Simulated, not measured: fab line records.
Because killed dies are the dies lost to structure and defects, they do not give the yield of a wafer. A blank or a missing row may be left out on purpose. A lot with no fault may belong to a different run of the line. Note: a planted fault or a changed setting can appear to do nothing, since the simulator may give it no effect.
Matching of chambers + flow nandHarc + 4 sister chambers for NHARC_A_CHANNEL_FILL_D1_ETCHBACK_20 on rieDiel-09
The step etches the open film in C4F8/O2/Ar, target depth 27 nm, time 13.5 s. 4 wafers are shown with their chamber, then 6 later ones without.

WAFERS PAIRED WITH THEIR CHAMBERS
| wafer  | chamber | rfVppV (V) |
|--------|---------|------------|
| L835.6 | 2       | 984        |
| L837.1 | 0       | 977        |
| L837.2 | 1       | 986        |
| L837.3 | 3       | 978        |

WAFERS WITHOUT THEIR CHAMBER
| wafer  | rfVppV (V) |
|--------|------------|
| L838.1 | 986        |
| L838.4 | 983        |
| L838.5 | 985        |
| L842.2 | 977        |
| L842.4 | 977        |
| L842.5 | 988        |

WHICH CHAMBER EACH ONE RAN IN
| wafer  | from the rows above     | in truth |
|--------|-------------------------|----------|
| L838.1 | 1                       | 1        |
| L838.4 | 2                       | 2        |
| L838.5 | can't be placed: 1 or 2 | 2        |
| L842.2 | can't be placed: 0 or 3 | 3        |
| L842.4 | can't be placed: 0 or 3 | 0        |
| L842.5 | 1                       | 1        |
Correct placement for 3 of the 6. From these rows, 3 cannot be placed; in 3 the true chamber is one of the candidates. Number placed wrongly: 0.
How it was worked out, from the rows above alone: a wafer's distance from a chamber is the root of the sum, over the readings, of the square of ((its reading less the chamber's mean) divided by the reading's scatter). If the next closest chamber is less than 2 further off than the closest, the wafer can't be placed; otherwise it belongs to the closest. For every chamber, the mean is computed from those of its wafers that are shown. The scatter: root of mean squared gap, hidden wafer to nearest shown wafer, with one shown wafer a chamber.
